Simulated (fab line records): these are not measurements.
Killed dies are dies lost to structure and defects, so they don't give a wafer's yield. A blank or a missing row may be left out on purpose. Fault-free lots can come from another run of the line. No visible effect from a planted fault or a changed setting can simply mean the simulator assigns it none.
Lot-split experiment -- flow n5-finfet -- 21 wafers read across 7 lots, on a route 1938 steps long

THE SPLIT ITSELF
At N5_BEOL_M5_COAT_60 (time 60 s, resist thk 12 nm), the setting spin-rpm was moved away from the recipe's 1500 rpm on 6 of the 21 wafers read, by -11.3% to +9.1%. The other wafers ran this setting at the recipe's value.

The reading comes from the split's own step.

THE READING
SiARC_of_BEOL_M5_COAT_60.thk-nm (the simulator's own value, which no gauge read), in nm, at N5_BEOL_M5_COAT_60 (time 60 s, resist thk 12 nm). The file does not state a usual value for it. Across the 15 wafers here that went through the recipe, the average is 12.0 nm and the standard deviation 0.05 nm.

wafer,"tool, chamber at the split","spin-rpm as run, rpm",against the recipe,"SiARC_of_BEOL_M5_COAT_60.thk-nm, nm",against lot-mates on the recipe
L075.2,"litho-track-05, 0",1331,-11.3%,12.8,+0.8
L075.5,"litho-track-05, 0",1331,-11.3%,12.8,+0.8
L075.4,"litho-track-05, 0",1500,recipe,12,-
L081.4,"litho-track-03, 0",1500,recipe,12,-
L081.5,"litho-track-03, 0",1500,recipe,12,-
L081.6,"litho-track-03, 0",1500,recipe,12,-
L082.2,"litho-track-05, 0",1500,recipe,12,-
L082.3,"litho-track-05, 0",1500,recipe,12,-
L082.6,"litho-track-05, 0",1585,+5.7%,11.8,-0.2
L085.1,"litho-track-02, 0",1500,recipe,12,-
L085.2,"litho-track-02, 0",1500,recipe,12,-
L085.5,"litho-track-02, 0",1636,+9.1%,11.4,-0.6
L088.2,"litho-track-03, 0",1500,recipe,12,-
L088.6,"litho-track-03, 0",1500,recipe,12,-
L088.5,"litho-track-03, 0",1500,recipe,12.2,-
L093.2,"litho-track-03, 0",1500,recipe,12,-
L093.4,"litho-track-03, 0",1500,recipe,12,-
L093.6,"litho-track-03, 0",1500,recipe,12,-
L095.1,"litho-track-03, 0",1586,+5.7%,11.6,-0.4
L095.4,"litho-track-03, 0",1586,+5.7%,11.6,-0.4
L095.3,"litho-track-03, 0",1500,recipe,12,-

FIT RESULTS
A straight line over all 21 wafers: SiARC_of_BEOL_M5_COAT_60.thk-nm changes by -0.0674 nm for each +1% of spin-rpm; r = -0.98; the points scatter about the line by 0.06 nm.
The same after taking each lot's own level away (the mean of its wafers on the recipe; 21 wafers): -0.0674 nm for each +1%; r = -0.98; scatter 0.056 nm.
Per that fit: largest spin-rpm move, reading shift of 0.76 nm.
The lots' own levels span 12.00 to 12.07 nm, that is 1.3 times the standard deviation above.
The two slopes agree, so the slope changes little with the lot-to-lot level.
Check: with one of the wafers moved furthest among these (-11.3%) left out of the fit, the line predicts +0.755 nm for it against its lot-mates. Against them it came out at +0.8 nm.

FURTHER SPLITS ON THESE WAFERS
Before the reading, these wafers also passed through other splits. Each is held against what the fit with the lots' levels taken away leaves over:
other split on the same wafers,wafers away from the commonest value,r with SiARC_of_BEOL_M5_COAT_60.thk-nm (lot level and that fit taken away)
N5_BEOL_M4_EXPOSE_08 dose-mj,4,-0.27
N5_BEOL_M4_TRENCH_ETCH_37 bias-w,5,-0.04

THE FILE'S OWN FIT
SiARC_of_BEOL_M5_COAT_60.thk-nm changes by -0.0652 nm for each +1% of spin-rpm, r = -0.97.
